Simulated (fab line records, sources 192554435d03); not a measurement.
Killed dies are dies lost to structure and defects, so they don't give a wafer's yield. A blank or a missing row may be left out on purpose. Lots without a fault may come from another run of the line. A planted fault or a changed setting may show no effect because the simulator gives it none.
Split-lot experiment | flow n5_finfet | 7 lots, 21 wafers read, on a route of 1938 steps

THE SPLIT
At N5_MIM_TOP_LITHO_EXPOSE_05 (exposes mask MIM TOP, target cd 2000 nm), the setting dose_mj was moved away from the recipe's 20.5 on 6 of the 21 wafers read, by -7.5% to +3.6%. The other wafers ran this setting at the recipe's value.

FROM THE SPLIT TO THE READING: what the file shows between them, 3 steps
- N5_MIM_TOP_LITHO_PEB_06
- N5_MIM_TOP_LITHO_DEVELOP_07: develop time 60 s
- N5_MIM_TOP_LITHO_HARDBAKE_09: time 120 s

THE READING
cd_nm, in nm, at N5_MIM_TOP_LITHO_CD_MEAS_08 (target cd 2000 nm). Fault-free wafers of this fab line usually give 2000.8 nm, standard deviation 1.9 nm.

wafer  | tool, chamber at the split | dose_mj as run | against the recipe | cd_nm, nm | against lot-mates on the recipe
L074.2 | krf_scanner-02, 0          | 21.24          | +3.6%              | 1995.3    | -4.5
L074.3 | krf_scanner-02, 0          | 20.5           | recipe             | 2001.2    | -
L074.4 | krf_scanner-02, 0          | 20.5           | recipe             | 1998.4    | -
L075.3 | krf_scanner-02, 0          | 20.5           | recipe             | 2000.4    | -
L075.4 | krf_scanner-02, 0          | 20.5           | recipe             | 1996.0    | -
L075.5 | krf_scanner-02, 0          | 19.89          | -3.0%              | 2008.1    | +9.9
L076.2 | krf_scanner-01, 0          | 20.5           | recipe             | 1999.3    | -
L076.5 | krf_scanner-01, 0          | 20.5           | recipe             | 2001.4    | -
L076.6 | krf_scanner-01, 0          | 18.97          | -7.5%              | 2016.0    | +15.7
L087.1 | krf_scanner-02, 0          | 19.11          | -6.8%              | 2014.4    | +11.4
L087.2 | krf_scanner-02, 0          | 19.11          | -6.8%              | 2012.9    | +9.9
L087.4 | krf_scanner-02, 0          | 20.5           | recipe             | 2003.0    | -
L093.2 | krf_scanner-01, 0          | 20.5           | recipe             | 1999.9    | -
L093.3 | krf_scanner-01, 0          | 20.5           | recipe             | 2001.6    | -
L093.4 | krf_scanner-01, 0          | 19.45          | -5.1%              | 2009.0    | +8.2
L094.1 | krf_scanner-02, 0          | 20.5           | recipe             | 1996.4    | -
L094.2 | krf_scanner-02, 0          | 20.5           | recipe             | 2001.7    | -
L094.5 | krf_scanner-02, 0          | 20.5           | recipe             | 1998.5    | -
L095.3 | krf_scanner-01, 0          | 20.5           | recipe             | 2004.0    | -
L095.4 | krf_scanner-01, 0          | 20.5           | recipe             | 2002.1    | -
L095.5 | krf_scanner-01, 0          | 20.5           | recipe             | 2003.1    | -

THE FIT
A straight line over all 21 wafers: cd_nm changes by -1.91 nm for each +1% of dose_mj; r = -0.93; the points scatter about the line by 2.2 nm.
The same after taking each lot's own level away (the mean of its wafers on the recipe; 21 wafers): -1.75 nm for each +1%; r = -0.94; scatter 1.9 nm.
On that fit, the largest move of dose_mj shifts the reading by 13 nm.
The lots' own levels span 1998.20 to 2003.07 nm, that is 2.6 times the standard deviation above.
So the lot-to-lot level changes the slope little: the two slopes agree.
Check: with one of the wafers moved furthest among these (-7.5%) left out of the fit, the line predicts +12.4 nm for it against its lot-mates. It came out at +15.7 nm against them.

OTHER SPLITS ON THESE WAFERS
These wafers also went through other splits before the reading. Each is held against what the fit with the lots' levels taken away leaves over:
other split on the same wafers | wafers away from the commonest value | r with cd_nm (lot level and that fit taken away)
N5_BEOL_M15_PEB_26 peb_temp_c  | 9                                    | -0.11

THE WHOLE CHAIN: every reading that the file lists as answering this split, in the file's order
step                        | what it does             | reading                                                              | change (the file's fit)              | r (the file's)
N5_MIM_TOP_LITHO_CD_MEAS_08 | target cd 2000 nm        | cd_nm                                                                | -1.85 nm for each +1% of the setting | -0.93
N5_MIM_TOP_LITHO_DESCUM_10  | chemistry O2, time 7.9 s | MIM_TOP_LITHO.cd_nm (the simulator's own value, which no gauge read) | -1.82 nm for each +1% of the setting | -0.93

THE FILE'S OWN FIT
cd_nm changes by -1.85 nm for each +1% of dose_mj, r = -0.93.
